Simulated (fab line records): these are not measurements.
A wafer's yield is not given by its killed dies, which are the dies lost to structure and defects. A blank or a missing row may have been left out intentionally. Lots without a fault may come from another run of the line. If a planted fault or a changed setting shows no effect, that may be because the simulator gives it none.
2 desks looking at one fault ; flow n5Finfet ; only its own numbers are on each desk; what lay behind them is given at the end

## DESK OF THE TOOL OWNER: cvdCo-02
The tool's own readings at N5_BEOL_M0_CO_CAP_123 (material Co, precursor CCTBA/H2, target thk 2 nm, time 102.1 s): means of the sampled wafers that have a number, for each lot that ran on this tool. The brackets show how far a lot's mean lies from the usual mean; more than 4 standard deviations puts the lot out of limits, marked OUT.
Columns: A = heaterPowerW at N5_BEOL_M0_CO_CAP_123, usual 233 W; B = runLengthS at N5_BEOL_M0_CO_CAP_123, usual 125.2 s
lot;first seen here;A;B
L222;day 6 13:26;226;125.3
L229;day 8 04:02;222;139.9 (+41) OUT
L231;day 8 16:24;230;140.2 (+42) OUT
L233;day 9 08:29;228;140.2 (+42) OUT
This desk's finding: out of limits on L229, L231, L233; first on L229, day 8 04:02 (runLengthS at N5_BEOL_M0_CO_CAP_123). Within limits: L222.

## THE METROLOGY DESK
Means of the sampled wafers that have a number, per lot and without regard to the tool the lot ran on: this is what the gauges read. The brackets show how far a lot's mean lies from the usual mean; more than 4 standard deviations puts the lot out of limits, marked OUT. Shown here are 7 of its 10 readings, the ones lying furthest out on some lot.
Columns: A = DIBL_N at N5_BEOL_M4_RC_MEAS_101, usual 36.3 mV/V; B = DIBL_P at N5_BEOL_M4_RC_MEAS_101, usual 36.3 mV/V; C = IOFF_N at N5_BEOL_M4_RC_MEAS_101, usual 0.16 nA/um; D = ION_P at N5_BEOL_M4_RC_MEAS_101, usual 459 uA/um; E = SS_P at N5_BEOL_M4_RC_MEAS_101, usual 73.3 mV/dec; F = VT_N at N5_BEOL_M4_RC_MEAS_101, usual 250 mV; G = VT_P at N5_BEOL_M4_RC_MEAS_101, usual -251 mV
lot;first seen here;A;B;C;D;E;F;G
L222;day 8 07:22;33.3;32.6;0.12;458;72.4;255;-253
L229;day 11 02:38;39.9;38.9;0.21;454;73.7;246;-250
L231;day 11 15:54;36.3;38.0;0.17;470;73.3;248;-250
L233;day 11 21:25;37.4;39.4;0.20;460;75.0;251;-244
L240;day 13 08:22;35.3;35.2;0.17;460;72.8;247;-251
L236;day 13 15:07;35.5;35.9;0.14;465;72.5;251;-249
L243;day 14 14:32;38.3;39.0;0.23;462;74.0;243;-246
This desk found nothing out of limits on any of the 7 lots.

## ALL TOGETHER
The tool owner's desk had the chance to raise an alarm at day 8 04:02 on L229, L231, L233.
The metrology desk saw nothing out of limits.
The metrology desk has L229, L231, L233 on record, within its limits.
N5_BEOL_M0_CO_CAP_123 was run on cvdCo-02 by each of the lots named.

## WHAT THE SIMULATOR HAD INSERTED
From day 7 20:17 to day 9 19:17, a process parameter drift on cvdCo-02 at N5_BEOL_M0_CO_CAP_123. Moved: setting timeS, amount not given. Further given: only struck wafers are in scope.
Lots struck among those shown: L229, L231, L233.
How many hours passed from the start of the fault until each desk's first out-of-limits reading: the tool owner's desk, 8.
